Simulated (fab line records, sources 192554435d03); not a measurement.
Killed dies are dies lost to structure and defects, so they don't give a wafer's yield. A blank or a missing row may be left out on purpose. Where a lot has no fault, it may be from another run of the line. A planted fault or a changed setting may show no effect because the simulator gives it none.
Split-lot trial	flow n5 finfet	7 lots, 21 wafers read, on a route of 1938 steps

== ON THE SPLIT ==
At N5_MOL_CONTACT_COAG_COAT_76 (time 60 s, resist thk 10 nm), the setting spin rpm was moved away from the recipe's 1500 rpm on 7 of the 21 wafers read, by -10.1% to -3.3%. For the rest of the wafers, this setting stayed at what the recipe calls for.

== FROM THE SPLIT TO THE READING: what the file shows between them, 7 steps ==
- N5_MOL_CONTACT_COAG_COAT_77: time 60 s, resist thk 10 nm
- N5_MOL_CONTACT_COAG_COAT_78: resist thk 40 nm
- N5_MOL_CONTACT_COAG_DESCUM_88: chemistry O2, time 7 s
- N5_MOL_CONTACT_COAG_ETCH_89: etches underlayer in N2/H2, target depth 13 nm, time 10.4 s
- N5_MOL_CONTACT_COAG_ETCH_90: etches SiARC in CF4, target depth 13 nm, time 21.7 s
- N5_MOL_CONTACT_COAG_ALD_131: deposits SiO2, target thk 5 nm, pulse time 1 s, co reactant pulse time 1 s
- N5_MOL_CONTACT_COAG_ETCHBACK_132: etches SiO2 in CHF3, target depth 10 nm, time 6.7 s

== THE READING ==
SiARC_of_MOL_CONTACT_COAG_COAT_76.thk nm (the simulator's own value, which no gauge read), in nm, at N5_MOL_CONTACT_COAG_ETCH_91 (etches SOC in N2/H2, target depth 60 nm, overetch 21 nm, time 101.2 s). There is no usual value for it anywhere in the file. Here, 14 wafers ran the recipe; their average is 5.8 nm with a standard deviation of 0.16 nm.

wafer	tool, chamber at the split	spin rpm as run, rpm	against the recipe	SiARC_of_MOL_CONTACT_COAG_COAT_76.thk nm, nm	against lot-mates on the recipe
L077.1	litho track-04, 0	1500	recipe	5.8	-
L077.4	litho track-04, 0	1500	recipe	5.8	-
L077.6	litho track-04, 0	1500	recipe	5.8	-
L079.2	litho track-04, 0	1348	-10.1%	6.2	+0.6
L079.5	litho track-04, 0	1348	-10.1%	6.2	+0.6
L079.4	litho track-04, 0	1500	recipe	5.6	-
L088.1	litho track-04, 0	1384	-7.7%	6.2	+0.8
L088.6	litho track-04, 0	1384	-7.7%	6.2	+0.8
L088.5	litho track-04, 0	1500	recipe	5.4	-
L089.1	litho track-02, 0	1397	-6.9%	6.2	+0.4
L089.2	litho track-02, 0	1500	recipe	5.8	-
L089.6	litho track-02, 0	1500	recipe	5.8	-
L092.1	litho track-02, 0	1451	-3.3%	5.8	-0.2
L092.2	litho track-02, 0	1500	recipe	6	-
L092.4	litho track-02, 0	1451	-3.3%	6.2	+0.2
L094.1	litho track-02, 0	1500	recipe	5.8	-
L094.4	litho track-02, 0	1500	recipe	5.8	-
L094.3	litho track-02, 0	1500	recipe	6	-
L095.2	litho track-04, 0	1500	recipe	6	-
L095.6	litho track-04, 0	1500	recipe	6	-
L095.5	litho track-04, 0	1500	recipe	5.8	-

FIT RESULTS
A straight line over all 21 wafers: SiARC_of_MOL_CONTACT_COAG_COAT_76.thk nm changes by -0.044 nm for each +1% of spin rpm; r = -0.74; the points scatter about the line by 0.16 nm.
The same after taking each lot's own level away (the mean of its wafers on the recipe; 21 wafers): -0.0711 nm for each +1%; r = -0.88; scatter 0.14 nm.
On that fit, the largest move of spin rpm shifts the reading by 0.72 nm.
Across the lots, their own levels run from 5.40 to 6.00 nm, a range of 3.8 times the standard deviation given above.
So the lot-to-lot level blurs the effect unless lot-mates are compared.
Check: +0.745 nm against its lot-mates is what the line predicts for one of the wafers moved furthest among these (-10.1%) when that wafer is left out of the fit. Against them it came out at +0.6 nm.

== OTHER SPLITS APPLIED TO THESE WAFERS ==
Before the reading, these wafers also passed through other splits. Each is held against what the fit with the lots' levels taken away leaves over:
other split on the same wafers	wafers away from the commonest value	r with SiARC_of_MOL_CONTACT_COAG_COAT_76.thk nm (lot level and that fit taken away)
N5_HKMG_FIN_ETCH_58 source w	6	-0.04
N5_HKMG_FIN_COAT_06 spin rpm	5	-0.05
N5_HKMG_FIN_EXPOSE_09 dose mj	7	+0.60
N5_GATE_CUT_ALD_22 ald cycles	5	-0.27

== THE WHOLE CHAIN: every reading that the file lists as answering this split, in the file's order ==
step	what it does	reading	change (the file's fit)	r (the file's)
N5_MOL_CONTACT_COAG_COAT_76	time 60 s, resist thk 10 nm	SiARC_of_MOL_CONTACT_COAG_COAT_76.thk nm (the simulator's own value, which no gauge read)	-0.0571 nm for each +1% of the setting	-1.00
N5_MOL_CONTACT_COAG_ETCH_90	etches SiARC in CF4, target depth 13 nm, time 21.7 s	etch.depth nm (the simulator's own value, which no gauge read)	-0.0533 nm for each +1% of the setting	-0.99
N5_MOL_CONTACT_COAG_ETCH_91	etches SOC in N2/H2, target depth 60 nm, overetch 21 nm, time 101.2 s	SiARC_of_MOL_CONTACT_COAG_COAT_76.thk nm (the simulator's own value, which no gauge read)	-0.0681 nm for each +1% of the setting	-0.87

== THE FILE'S OWN FIT ==
SiARC_of_MOL_CONTACT_COAG_COAT_76.thk nm changes by -0.0681 nm for each +1% of spin rpm, r = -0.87.
